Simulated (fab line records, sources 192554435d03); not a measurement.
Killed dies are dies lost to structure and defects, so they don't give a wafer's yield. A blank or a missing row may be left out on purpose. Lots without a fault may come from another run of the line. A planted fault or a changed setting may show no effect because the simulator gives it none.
fab line records | flow n5_finfet
record lots=10 wafers=30 last_day=16
route steps=1938 shown BEOL_M4@1090 TV_OPEN@1887 PASSIVATION@1916
lots that met no fault: from a run of the same line without faults
start_h: hours from the record's first day to the start of the lot's first wafer shown | wait_h: hours since the lot's step before | " the same as in the row above | L1.1+2: a row that stands for several wafers | - no value, or no start given | * or withheld: withheld | < > ~ a bound
route shown NAME@n: a module of which the file shows steps, and the number in the route of the first | usual: mean/standard deviation of fault-free wafers | same: alike in all rows | chamber/n: place in a boat | sites: the reading at each site | _std_site: their standard deviation | _edge_site: outer sites' mean less inner sites' | radius_mm: how far each site lies from the wafer's centre | mask NAME#n: copy n | behind: the tool/chamber that last shaped the wafer | hold: why the lot was held/for how many hours/how that ended | device: the transistor (n, p or np) that didn't switch | end of line: the same wafers' tests at the end of the route | a step without rows: its recipe alone | killed: dies lost to structure and defects at the first sort, not the wafer's yield | map: a wafer's dies, x killed, . not, _ none there
set.NAME: the setting as run; set.NAME@STEP: as run at that earlier step | model.NAME: the simulator's own value behind a step, which no gauge read
steps of the route over a sample of lots; a table a step, a row a wafer
services: from which hour (start_h, from the record's first day; less than 0 if before it) a tool's chamber was out of use, for how many hours, and why
## steps
# step N5_BEOL_M4_SPUTTER_86
# recipe material=Cu target_thk_a=45 temp_c=-20 chamber_pressure_pa=0.07 power_w=withheld time_s=8.29
# usual throttle_valve_pct=29.7/1
# columns lot.wafer tool chamber start_h wait_h throttle_valve_pct
L733.3 pvd_sputter-01 - 179.67 0.1 28.4
L733.4 " - " " 30.4
L733.6 " - " " 31.3
L732.3 pvd_sputter-03 - 183.54 0.1 31.1
L732.4 " - " " 30.0
L732.6 " - " " 31.4
L736.1 pvd_sputter-01 - 194.64 0.1 30.3
L736.4 " - " " 28.4
L736.6 " - " " 29.1
L735.3 pvd_sputter-02 - 195.07 0.1 30.1
L735.4 " - " " 29.3
L735.6 " - " " 30.2
L737.1 pvd_sputter-01 - 197.96 0.1 28.8
L737.2 " - " " 31.4
L737.5 " - " " 30.3
L738.1 pvd_sputter-01 - 210.04 0.1 31.6
L738.4 " - " " 28.3
L738.5 " - " " 29.0
L743.1 pvd_sputter-02 - 247.46 0.1 30.5
L743.2 " - " " 29.7
L743.6 " - " " 29.6
L746.2 pvd_sputter-01 - 250.57 0.1 31.4
L746.3 " - " " 28.3
L746.4 " - " " 28.6
L745.3 pvd_sputter-03 - 254.87 0.1 29.4
L745.4 " - " " 28.0
L745.5 " - " " 31.2
L749.1 pvd_sputter-03 - 283.73 0.1 29.8
L749.2 " - " " 31.5
L749.3 " - " " 29.2
# step N5_PASSIVATION_PASS_ETCH_74
# recipe chemistry=CF4/O2 target=SiNx target_depth_a=2200 time_s=110 ion_energy_ev=100 pressure_mtorr=40 source_w=535 bias_w=49 Ar_flow_sccm=100 cf4_flow_sccm=100 O2_flow_sccm=10
# usual bias_w=49.01/0.17 cf4_flow_sccm=100.01/0.3 drypump_motor_current_A=5.7/0.38 oes_product_au=0.81/0.093 rf_fwd_power_W=532.7/1.7 rf_vpp_V=240/4.3 showerhead_plenum_p_Torr=2.22/0.076 throttle_valve_pct=15.91/0.23
# columns lot.wafer tool chamber start_h wait_h bias_w cf4_flow_sccm drypump_motor_current_A oes_product_au rf_fwd_power_W rf_hours_counter_h rf_vpp_V showerhead_plenum_p_Torr throttle_valve_pct
L732.3 rie_diel-01 3 273.97 0.0 48.95 99.66 6.2 0.84 530.9 74 248 2.15 15.82
L732.4 " 2 " " 48.79 99.76 6.1 0.70 533.0 - 237 2.09 16.21
L732.6 " 3 " " 49.12 99.97 6.2 0.84 534.0 - 251 2.15 15.81
L733.3 rie_diel-06 1 274.66 0.0 49.07 99.95 5.9 0.84 534.6 67 240 2.23 15.51
L733.4 " 0 " " 48.92 99.91 5.8 0.86 531.7 65 235 2.14 16.00
L733.6 " 1 " " 49.14 99.83 5.9 0.84 533.2 - 241 2.23 15.51
L735.3 rie_diel-06 3 288.03 0.0 48.89 100.12 5.3 0.81 535.3 98 245 2.32 16.09
L735.4 " 1 " " 49.01 100.36 5.9 0.83 530.9 72 242 2.22 15.52
L735.6 " 3 " " 49.09 100.13 5.3 0.80 533.1 - 244 2.32 16.08
L737.1 rie_diel-03 3 299.17 0.0 49.00 100.05 5.9 0.93 533.1 15 241 2.25 15.98
L737.2 " 2 " " 48.86 100.38 5.2 0.71 533.4 199 236 2.10 15.70
L737.5 " 3 " " 48.99 100.00 5.9 0.93 533.8 - 240 2.25 15.96
L736.1 rie_diel-01 1 299.73 0.0 49.29 100.33 5.8 0.71 535.4 227 241 2.19 15.98
L736.4 " 3 " " 49.39 100.24 6.2 0.83 532.8 - 249 2.15 15.84
L736.6 " 1 " " 48.96 100.16 5.8 0.71 537.2 - 240 2.19 15.99
L738.1 rie_diel-01 0 303.08 0.0 48.85 100.18 5.2 0.68 535.4 216 235 2.26 16.11
L738.4 " 1 " " 48.78 100.61 5.9 0.70 532.3 - 239 2.19 15.97
L738.5 " 0 " " 48.82 99.78 5.2 0.69 534.2 - 235 2.26 16.12
L743.1 rie_diel-06 1 344.13 0.0 48.99 100.14 5.9 0.81 532.8 92 241 2.22 15.55
L743.2 " 2 " " 49.17 100.38 5.2 0.95 533.0 8 238 2.18 15.99
L743.6 " 0 " " 48.95 100.03 5.8 0.84 532.6 - 233 2.13 16.06
L745.3 rie_diel-03 0 352.86 0.0 48.88 100.20 5.2 0.77 531.3 112 240 2.32 15.72
L745.4 " 1 " " 49.14 100.12 6.0 0.73 531.9 134 241 2.30 15.69
L745.5 " 2 " " 49.26 99.78 5.2 0.71 531.7 - 239 2.09 15.72
L746.2 rie_diel-01 2 354.14 0.0 49.16 99.97 6.1 0.96 533.1 12 242 2.34 15.77
L746.3 " 1 " " 49.30 99.88 5.9 0.70 534.3 244 240 2.18 16.02
L746.4 " 0 " " 48.91 100.17 5.2 0.67 533.8 230 234 2.25 16.14
L749.1 rie_diel-06 1 382.75 0.0 49.20 100.23 5.9 0.79 529.3 103 242 2.21 15.57
L749.2 " 2 " " 49.17 100.46 5.2 0.91 531.7 18 238 2.18 16.02
L749.3 " 0 " " 48.87 99.54 5.8 0.82 532.0 101 235 2.13 16.08
# step N5_PASSIVATION_PECVD_35
# recipe material=SiNx target_thk_a=7000 temp_c=400 precursor=SiH4/NH3/N2 pressure_torr=4.9 rf_w=1406 time_s=151.3
# usual heater_power_w=323/79 rf_fwd_power_W=1400/5.1 showerhead_plenum_p_Torr=8.71/0.092 throttle_valve_pct=28.9/1.3
# columns lot.wafer tool chamber start_h wait_h heater_power_w rf_fwd_power_W showerhead_plenum_p_Torr throttle_valve_pct
L732.3 pecvd-04 1 276.78 0.1 308 1401 8.87 29.1
L732.4 " 1 " " 331 1402 8.87 29.5
L732.6 " 0 " " 421 1393 8.67 29.1
L733.3 pecvd-04 2 277.49 0.1 213 1403 8.68 26.3
L733.4 " 2 " " 252 1404 8.68 26.2
L733.6 " 1 " " 231 1401 8.89 29.2
L735.3 pecvd-01 0 290.94 0.1 418 1402 8.61 29.2
L735.4 " 1 " " 259 1410 8.81 31.4
L735.6 " 2 " " 502 1391 8.72 27.2
L737.1 pecvd-04 2 302.08 0.1 249 1405 8.68 26.3
L737.2 " 0 " " 326 1393 8.64 29.1
L737.5 " 0 " " 376 1393 8.64 28.9
L736.1 pecvd-03 2 302.51 0.1 278 1400 8.69 28.4
L736.4 " 1 " " 287 1389 8.59 30.5
L736.6 " 2 " " 304 1399 8.69 28.2
L738.1 pecvd-03 0 306.19 0.1 399 1396 8.80 29.2
L738.4 " 1 " " 195 1395 8.61 30.3
L738.5 " 0 " " 405 1399 8.77 29.1
L743.1 pecvd-03 2 347.58 0.1 272 1413 8.67 28.6
L743.2 " 1 " " 315 1398 8.60 30.7
L743.6 " 1 " " 327 1396 8.60 30.5
L745.3 pecvd-04 2 356.17 0.1 264 1398 8.66 26.3
L745.4 " 0 " " 414 1401 8.64 29.0
L745.5 " 2 " " 287 1402 8.69 26.1
L746.2 pecvd-03 1 358.07 0.1 234 1398 8.59 30.7
L746.3 " 0 " " 387 1396 8.78 29.2
L746.4 " 0 " " 412 1397 8.76 29.0
L749.1 pecvd-03 2 385.38 0.1 271 1405 8.69 28.7
L749.2 " 0 " " 415 1396 8.77 29.0
L749.3 " 1 " " 295 1396 8.60 30.5
# step N5_PASSIVATION_STRIP_48
# recipe chemistry=O2 power_w=600 temp_c=60 pressure_mtorr=30 rf_frequency_hz=6e+07 bias_power_w=0 overash_fraction=0.5 o2_flow_sccm=225
# usual drypump_motor_current_A=5.4/0.39 o2_flow_sccm=225.1/0.75 oes_product_au=0.79/0.096 rf_vpp_V=3.8/2.5 showerhead_plenum_p_Torr=2.09/0.09 throttle_valve_pct=16.59/0.17
# columns lot.wafer tool chamber start_h wait_h drypump_motor_current_A o2_flow_sccm oes_product_au rf_hours_counter_h rf_vpp_V showerhead_plenum_p_Torr throttle_valve_pct
L732.3 rie_diel-05 3 277.85 0.1 5.7 224.4 0.84 50 2.1 2.20 16.44
L732.4 " 0 " " 5.0 224.9 0.79 106 4.8 2.11 16.32
L732.6 " 1 " " 5.5 225.5 0.73 - 0 1.96 16.74
L733.3 rie_diel-04 2 278.86 0.1 4.8 225.5 0.79 74 6.5 2.05 16.64
L733.4 " 0 " " 5.9 225.9 0.69 227 4.0 1.97 16.77
L733.6 " 1 " " 5.3 225.0 0.68 - 1.8 2.14 16.93
L735.3 rie_diel-04 3 292.14 0.1 5.7 225.2 0.67 233 4.7 1.96 16.62
L735.4 " 3 " " 5.6 224.8 0.68 - 4.8 1.96 16.72
L735.6 " 2 " " 4.8 223.9 0.84 - 0 2.04 16.65
L737.1 rie_diel-05 0 303.58 0.1 5.1 224.9 0.78 118 2.0 2.11 16.33
L737.2 " 3 " " 5.7 225.8 0.82 61 1.5 2.19 16.43
L737.5 " 0 " " 5.0 224.9 0.74 - 1.1 2.11 16.38
L736.1 rie_diel-04 0 303.89 0.1 5.9 224.9 0.68 237 4.1 1.96 16.82
L736.4 " 3 " " 5.6 225.4 0.69 - 3.7 1.96 16.77
L736.6 " 2 " " 4.8 224.9 0.84 - 5.7 2.04 16.67
L738.1 rie_diel-04 2 307.39 0.1 4.8 224.6 0.85 86 6.9 2.04 16.60
L738.4 " 0 " " 5.8 224.5 0.67 - 1.2 1.96 16.81
L738.5 " 3 " " 5.6 224.7 0.68 - 1.0 1.96 16.69
L743.1 rie_diel-05 0 348.88 0.1 5.0 225.6 0.73 135 6.2 2.10 16.38
L743.2 " 1 " " 5.5 225.1 0.68 249 7.4 1.96 16.81
L743.6 " 1 " " 5.5 224.9 0.69 - 2.2 1.96 16.86
L745.3 rie_diel-05 3 357.61 0.1 5.7 223.6 0.81 81 0 2.19 16.42
L745.4 " 0 " " 5.0 224.6 0.72 - 1.5 2.10 16.48
L745.5 " 1 " " 5.5 225.6 0.73 - 5.0 1.96 16.83
L746.2 rie_diel-04 0 359.38 0.1 5.9 225.3 0.99 1 8.6 2.22 16.23
L746.3 " 1 " " 5.3 223.3 0.91 21 2.5 2.13 16.52
L746.4 " 1 " " 5.3 224.8 0.92 - 3.5 2.13 16.55
L749.1 rie_diel-02 1 386.45 0.1 5.0 226.0 0.79 116 8.3 2.12 16.59
L749.2 " 2 " " 5.9 226.0 0.91 10 5.4 2.13 16.52
L749.3 " 3 " " 5.3 223.9 0.81 110 3.8 2.10 16.66
# step N5_PASSIVATION_PROBE_49
# usual defect_limited_yield=91.7/1.5 killed_at_M0_to_M3=32/9.6 killed_at_M4_up=13/5.3 killed_at_contacts=12/6.8 killed_at_front_end=36/9.8 killed_at_other=4/3.1 killed_dies=98/17 killed_on_rim=13/4 killed_open=65/13 killed_short=32/8.5 sort_bin_5_function=4.9/0.93 sort_bin_6_memory=3.2/0.67 sort_n_pass=1082/17 sort_yield_pct=91.7/1.4
# same gross_dies=1180 killed_at_back_side=0 sort_bin_4_leakage[%]=0 sort_bin_8_speed[%]=0
# columns lot.wafer tool chamber start_h wait_h defect_limited_yield[%] killed_at_M0_to_M3 killed_at_M4_up killed_at_contacts killed_at_front_end killed_at_other killed_dies killed_on_rim killed_open killed_short sort_bin_5_function[%] sort_bin_6_memory[%] sort_n_pass sort_yield_pct[%]
L732.3 prober-02 - 280.44 0.1 90.9 22 14 12 56 3 107 15 72 31 5.2 3.6 1073 90.9
L732.4 prober-02 - 280.49 0.2 90.7 37 17 11 39 6 110 12 65 45 5.6 3.4 1070 90.7
L732.6 prober-02 - 280.59 0.3 91.3 40 8 9 40 6 103 15 56 45 5.7 2.6 1077 91.3
L733.3 prober-02 - 281.45 0.1 93.6 23 10 9 31 3 76 10 49 26 3.1 2.9 1104 93.6
L733.4 prober-02 - 281.50 0.2 92.6 22 14 10 39 2 87 12 48 38 4.3 2.9 1093 92.6
L733.6 prober-02 - 281.60 0.3 92.0 24 13 3 49 5 94 12 58 34 4.7 3.1 1086 92.0
L737.1 prober-02 - 306.07 0.0 90.9 33 16 8 48 2 107 16 73 32 5.2 3.5 1073 90.9
L737.2 prober-02 - 306.12 0.1 91.5 28 15 14 43 0 100 13 69 28 4.7 3.6 1080 91.5
L737.5 prober-02 - 306.27 0.2 93.3 20 11 8 36 4 79 10 57 20 3.6 3.0 1101 93.3
L736.1 prober-01 - 306.38 0.0 91.1 17 15 13 45 15 105 14 68 35 5.7 3.0 1075 91.1
L736.4 prober-01 - 306.53 0.2 90.0 44 11 16 41 6 118 12 81 37 5.6 3.8 1062 90.0
L736.6 prober-01 - 306.63 0.3 92.2 20 19 14 35 4 92 12 57 35 4.2 3.2 1088 92.2
L745.3 prober-02 - 361.10 1.0 91.4 27 22 6 38 8 101 15 69 32 5.0 3.4 1079 91.4
L745.4 prober-02 - 361.15 1.1 91.6 28 12 5 47 7 99 9 64 35 5.8 2.5 1081 91.6
L745.5 prober-02 - 361.20 1.1 91.7 27 11 6 50 4 98 16 62 36 5.3 2.6 1082 91.7
L746.2 prober-01 - 362.13 0.1 91.8 33 16 21 25 2 97 14 61 34 4.3 3.6 1083 91.8
L746.3 prober-01 - 362.18 0.1 92.5 29 15 22 22 1 89 13 58 30 4.1 3.5 1091 92.5
L746.4 prober-01 - 362.23 0.2 85.6 21 101 15 31 2 170 25 63 12 9.5 3.1 1010 85.6
L749.1 prober-02 - 388.96 0.0 90.3 39 8 14 45 9 115 19 74 41 6.4 3.1 1065 90.3
L749.2 prober-02 - 389.01 0.1 90.0 49 14 19 35 1 118 21 76 42 6.3 3.3 1062 90.0
L749.3 prober-02 - 389.06 0.1 89.3 64 15 11 31 5 126 12 83 43 6.0 4.4 1054 89.3
# killed by level:class
L732.3 FIN_SAQP:geometric_particle:short=10 STI_FIN_REVEAL:geometric_particle:open=9 MOL_CONTACT_COAG:geometric_particle:open=8 FIN_SAQP:geometric_particle:open=6 BEOL_M4:geometric_particle:open=6 DUMMY_GATE:geometric_particle:open=5 GATE_CUT:geometric_particle:short=5 BEOL_M3:geometric_particle:open=5
L732.4 BEOL_M3:geometric_particle:open=15 BEOL_M0_SAQP:geometric_particle:short=9 FIN_SAQP:geometric_particle:short=8 MOL_CONTACT_COAG:geometric_particle:open=8 BEOL_M5:geometric_particle:open=7 FIN_SAQP:geometric_particle:open=6 DUMMY_GATE:geometric_particle:open=5 BEOL_M0_SAQP:geometric_particle:open=5
L732.6 FIN_SAQP:geometric_particle:short=14 BEOL_M0_SAQP:geometric_particle:open=11 BEOL_M0_SAQP:geometric_particle:short=11 GATE_CUT:geometric_particle:short=7 MOL_CONTACT_COAG:geometric_particle:open=7 GATE_CUT:geometric_particle:open=6 BEOL_M3:geometric_particle:open=6 STI_FIN_REVEAL:geometric_particle:open=5
L733.3 FIN_SAQP:geometric_particle:short=10 MOL_CONTACT_COAG:geometric_particle:open=9 GATE_CUT:geometric_particle:short=7 BEOL_M1:geometric_particle:open=7 FIN_SAQP:geometric_particle:open=5 BEOL_M4:geometric_particle:open=5 BEOL_M0_SAQP:geometric_particle:open=4 BEOL_M2:geometric_particle:open=4
L733.4 FIN_SAQP:geometric_particle:short=13 MOL_CONTACT_COAG:geometric_particle:open=8 FIN_SAQP:geometric_particle:open=6 STI_FIN_REVEAL:geometric_particle:open=6 BEOL_M0_SAQP:geometric_particle:short=5 BEOL_M1:geometric_particle:open=5 BEOL_M2:geometric_particle:open=5 STI_FIN_REVEAL:geometric_particle:short=3
L733.6 FIN_SAQP:geometric_particle:open=10 GATE_CUT:geometric_particle:short=7 BEOL_M1:geometric_particle:open=6 BEOL_M0_SAQP:geometric_particle:open=5 STARTING-WAFER:geometric_particle:open=5 FIN_SAQP:geometric_particle:short=4 DUMMY_GATE:geometric_particle:open=4 GATE_CUT:geometric_particle:open=4
L737.1 STI_FIN_REVEAL:geometric_particle:open=13 BEOL_M0_SAQP:geometric_particle:open=13 FIN_SAQP:geometric_particle:open=12 MOL_CONTACT_COAG:geometric_particle:open=8 BEOL_M0_SAQP:geometric_particle:short=7 BEOL_M1:geometric_particle:open=5 FIN_SAQP:geometric_particle:short=4 GATE_CUT:geometric_particle:short=4
L737.2 STI_FIN_REVEAL:geometric_particle:open=13 MOL_CONTACT_COAG:geometric_particle:open=12 FIN_SAQP:geometric_particle:short=8 BEOL_M1:geometric_particle:open=8 BEOL_M0_SAQP:geometric_particle:open=6 FIN_SAQP:geometric_particle:open=5 BEOL_M0_SAQP:geometric_particle:short=5 BEOL_M2:geometric_particle:open=5
L737.5 STI_FIN_REVEAL:geometric_particle:open=15 GATE_CUT:geometric_particle:short=7 MOL_CONTACT_COAG:geometric_particle:open=7 BEOL_M2:geometric_particle:open=6 DUMMY_GATE:geometric_particle:open=4 BEOL_M0_SAQP:geometric_particle:open=4 BEOL_M3:geometric_particle:open=4 FIN_SAQP:geometric_particle:open=3
L736.1 FIN_SAQP:geometric_particle:open=13 FIN_SAQP:geometric_particle:short=9 MOL_CONTACT_COAG:geometric_particle:open=9 STI_FIN_REVEAL:geometric_particle:open=8 BEOL_M3:geometric_particle:open=8 GATE_CUT:geometric_particle:short=4 MOL_CONTACT_COAG:geometric_particle:short=4 BEOL_M0_SAQP:geometric_particle:short=4
L736.4 MOL_CONTACT_COAG:geometric_particle:open=14 BEOL_M0_SAQP:geometric_particle:short=12 BEOL_M0_SAQP:geometric_particle:open=10 STI_FIN_REVEAL:geometric_particle:open=10 DUMMY_GATE:geometric_particle:open=8 BEOL_M3:geometric_particle:open=8 BEOL_M1:geometric_particle:open=6 STARTING-WAFER:geometric_particle:short=6
L736.6 STI_FIN_REVEAL:geometric_particle:open=11 MOL_CONTACT_COAG:geometric_particle:open=11 BEOL_M4:geometric_particle:open=9 FIN_SAQP:geometric_particle:short=8 BEOL_M3:geometric_particle:open=5 FIN_SAQP:geometric_particle:open=4 BEOL_M4:geometric_particle:short=4 DUMMY_GATE:geometric_particle:open=3
L745.3 BEOL_M4:geometric_particle:open=11 STI_FIN_REVEAL:geometric_particle:open=10 BEOL_M3:geometric_particle:open=9 BEOL_M2:geometric_particle:open=8 MOL_CONTACT_COAG:geometric_particle:open=6 FIN_SAQP:geometric_particle:short=5 FIN_SAQP:geometric_particle:open=5 BEOL_M0_SAQP:geometric_particle:short=3
L745.4 STI_FIN_REVEAL:geometric_particle:open=8 FIN_SAQP:geometric_particle:short=7 BEOL_M3:geometric_particle:open=7 DUMMY_GATE:geometric_particle:open=6 GATE_CUT:geometric_particle:short=6 BEOL_M0_SAQP:geometric_particle:open=5 BEOL_M5:geometric_particle:open=5 BEOL_M1:geometric_particle:open=4
L745.5 STI_FIN_REVEAL:geometric_particle:open=10 FIN_SAQP:geometric_particle:short=9 FIN_SAQP:geometric_particle:open=7 MOL_CONTACT_COAG:geometric_particle:open=5 BEOL_M0_SAQP:geometric_particle:short=5 BEOL_M0_SAQP:geometric_particle:open=5 SPACER0:geometric_particle:open=4 BEOL_M2:geometric_particle:open=4
L746.2 MOL_CONTACT_COAG:geometric_particle:open=13 BEOL_M0_SAQP:geometric_particle:short=10 BEOL_M4:geometric_particle:open=9 MOL_CONTACT_COAG:geometric_particle:short=8 BEOL_M0_SAQP:geometric_particle:open=8 BEOL_M3:geometric_particle:open=7 STI_FIN_REVEAL:geometric_particle:open=5 GATE_CUT:geometric_particle:short=4
L746.3 MOL_CONTACT_COAG:geometric_particle:open=18 BEOL_M0_SAQP:geometric_particle:short=8 BEOL_M0_SAQP:geometric_particle:open=7 STI_FIN_REVEAL:geometric_particle:open=5 BEOL_M3:geometric_particle:open=5 MOL_CONTACT_COAG:geometric_particle:short=4 FIN_SAQP:geometric_particle:short=3 GATE_CUT:geometric_particle:open=3
L746.4 BEOL_M4:unspecified=91 BEOL_M3:geometric_particle:open=13 MOL_CONTACT_COAG:geometric_particle:open=12 FIN_SAQP:geometric_particle:open=10 BEOL_M4:geometric_particle:open=6 DUMMY_GATE:geometric_particle:open=4 HKMG_FIN:area_etch=4 STI_FIN_REVEAL:geometric_particle:open=3
L749.1 FIN_SAQP:geometric_particle:open=14 FIN_SAQP:geometric_particle:short=12 MOL_CONTACT_COAG:geometric_particle:open=11 BEOL_M0_SAQP:geometric_particle:short=11 BEOL_M0:geometric_particle:open=7 BEOL_M1:geometric_particle:open=6 BEOL_M2:geometric_particle:open=6 DUMMY_GATE:geometric_particle:open=5
L749.2 MOL_CONTACT_COAG:geometric_particle:open=17 BEOL_M0_SAQP:geometric_particle:short=15 BEOL_M1:geometric_particle:open=12 BEOL_M0_SAQP:geometric_particle:open=9 BEOL_M4:geometric_particle:open=8 FIN_SAQP:geometric_particle:open=6 BEOL_M2:geometric_particle:open=5 STARTING-WAFER:geometric_particle:open=5
L749.3 BEOL_M0_SAQP:geometric_particle:open=25 BEOL_M0_SAQP:geometric_particle:short=20 FIN_SAQP:geometric_particle:open=13 FIN_SAQP:geometric_particle:short=9 BEOL_M2:geometric_particle:open=9 MOL_CONTACT_COAG:geometric_particle:open=6 MOL_CONTACT_COAG:geometric_particle:short=5 BEOL_M0:geometric_particle:open=4
## services
# columns tool chamber start_h hours kind
rie_diel-04 1 165.57 6.6 repair
rie_diel-06 0 191.26 3.2 repair
rie_diel-03 0 195.40 6.6 repair
rie_diel-06 1 206.40 12.2 repair
rie_diel-04 - 212.45 14.6 pm
rie_diel-05 0 213.96 11.5 repair
rie_diel-06 - 215.37 0.3 repair
rie_diel-03 3 218.34 1.6 repair
rie_diel-03 - 218.39 7.2 repair
rie_diel-06 3 248.87 4.0 repair
rie_diel-05 1 253.43 2.5 repair
rie_diel-01 1 271.31 18.5 repair
rie_diel-05 - 278.82 0.5 repair
rie_diel-05 2 282.21 3.3 repair
rie_diel-01 2 282.41 8.8 repair
pecvd-04 - 314.96 6.0 pm
rie_diel-04 0 330.12 3.0 repair
rie_diel-05 2 333.81 16.7 repair
rie_diel-01 - 346.57 2.8 pm
rie_diel-04 3 346.95 4.0 repair
rie_diel-06 - 363.32 2.8 pm
rie_diel-05 - 364.22 2.8 pm
rie_diel-03 - 366.81 2.8 pm
pvd_sputter-01 - 379.91 1.3 repair
## key
first_sign step=N5_PASSIVATION_PROBE_49 reading=killed_at_M4_up direction=up sigmas=17 usual=13 struck=101
effect step=N5_PASSIVATION_PROBE_49 reading=defect_limited_yield direction=down sigmas=4.2 usual=91.7 struck=85.6
more_kills_born_at N5_BEOL_M4_SPUTTER_86@pvd_sputter-01=91
met_at N5_BEOL_M4_SPUTTER_86
struck_lots L746
struck_wafers L746.4
not_acting_at N5_PASSIVATION_PASS_ETCH_74,N5_PASSIVATION_PECVD_35,N5_PASSIVATION_STRIP_48
onset_between 210.04 250.57
fault kind=chamber_particle_source tool=pvd_sputter-01 chamber=- onset_h=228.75 steps=N5_BEOL_M4_SPUTTER_86 rate_per_visit_cm2=0.70487 end_h=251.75 scope=struck_wafers_only
